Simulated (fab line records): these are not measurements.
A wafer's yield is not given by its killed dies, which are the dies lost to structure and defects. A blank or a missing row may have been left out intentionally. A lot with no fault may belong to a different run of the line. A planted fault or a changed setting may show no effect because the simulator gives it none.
Split-lot trial	flow n5_finfet	on a route of 1938 steps: 7 lots, 21 wafers read

== THE SPLIT ITSELF ==
At N5_BEOL_M7_TRENCH_ETCH_37 (etches SiCOH lowk in C4F6/O2, target depth 93.478 nm, time 31.2 s), the setting source_w was moved away from the recipe's 345 W on 8 of the 21 wafers read, by -9.8% to +9.4%. The other wafers ran this setting at the recipe's value.

The reading comes from the split's own step.

== THE READING ==
rf_vpp_V, in V, at N5_BEOL_M7_TRENCH_ETCH_37 (etches SiCOH lowk in C4F6/O2, target depth 93.478 nm, time 31.2 s). Fault-free wafers of this fab line usually give 667 V, standard deviation 6.4 V.

wafer	tool, chamber at the split	source_w as run, W	against the recipe	rf_vpp_V, V	against lot-mates on the recipe
L074.1	rie_diel-06, 0	326.6	-5.3%	689	+20
L074.3	rie_diel-06, 3	345	recipe	668	-
L074.4	rie_diel-06, 0	345	recipe	670	-
L077.2	rie_diel-03, 1	345	recipe	656	-
L077.3	rie_diel-03, 2	345	recipe	677	-
L077.6	rie_diel-03, 3	345	recipe	671	-
L078.1	rie_diel-03, 0	319.3	-7.4%	690	+33
L078.2	rie_diel-03, 2	319.3	-7.4%	705	+48
L078.6	rie_diel-03, 1	345	recipe	657	-
L080.2	rie_diel-01, 0	345	recipe	668	-
L080.3	rie_diel-01, 3	311.5	-9.7%	693	+25
L080.5	rie_diel-01, 3	311.5	-9.7%	695	+27
L082.2	rie_diel-01, 2	345	recipe	671	-
L082.3	rie_diel-01, 3	345	recipe	659	-
L082.5	rie_diel-01, 3	345	recipe	658	-
L086.1	rie_diel-03, 0	345	recipe	663	-
L086.5	rie_diel-03, 1	311.2	-9.8%	692	+22
L086.6	rie_diel-03, 2	345	recipe	677	-
L095.1	rie_diel-03, 2	345	recipe	678	-
L095.3	rie_diel-03, 1	377.5	+9.4%	625	-53
L095.4	rie_diel-03, 0	377.5	+9.4%	634	-44

THE FIT
A straight line over all 21 wafers: rf_vpp_V changes by -3.44 V for each +1% of source_w; r = -0.92; the points scatter about the line by 7.8 V.
The same after taking each lot's own level away (the mean of its wafers on the recipe; 21 wafers): -4.01 V for each +1%; r = -0.92; scatter 9.1 V.
On that fit, the largest move of source_w shifts the reading by 39 V.
The lots' own levels span 657.0 to 678.0 V, that is 3.3 times the standard deviation above.
So the lot-to-lot level changes the slope: the two fits differ.
Check: for one of the wafers moved furthest among these (-9.8%), held out of the fit, the line's prediction against its lot-mates is +40.3 V. It came out at +22 V against them.
Tool readings at the split's step, against how far the setting was moved: rf_vpp_V r = -0.92.

== OTHER SPLITS APPLIED TO THESE WAFERS ==
Note: prior to the reading, these wafers also went through further splits. Each is held against what the fit with the lots' levels taken away leaves over:
other split on the same wafers	wafers away from the commonest value	r with rf_vpp_V (lot level and that fit taken away)
N5_BEOL_M6_TRENCH_ETCH_37 time_s	5	-0.13
N5_BEOL_M6_ETCH_41 time_s	10	+0.12

== THE WHOLE CHAIN: every reading that the file lists as answering this split, in the file's order ==
step	what it does	reading	change (the file's fit)	r (the file's)
N5_BEOL_M7_TRENCH_ETCH_37	etches SiCOH lowk in C4F6/O2, target depth 93.478 nm, time 31.2 s	rf_vpp_V	-3.67 V for each +1% of the setting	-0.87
N5_BEOL_M7_TRENCH_ETCH_37	etches SiCOH lowk in C4F6/O2, target depth 93.478 nm, time 31.2 s	BEOL_M7.feature_depth_nm (the simulator's own value, which no gauge read)	+0.403 nm for each +1% of the setting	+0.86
N5_BEOL_M7_TRENCH_ETCH_37	etches SiCOH lowk in C4F6/O2, target depth 93.478 nm, time 31.2 s	etch.depth_nm (the simulator's own value, which no gauge read)	+0.4 nm for each +1% of the setting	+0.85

== FILE'S OWN FIT ==
rf_vpp_V changes by -3.67 V for each +1% of source_w, r = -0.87.
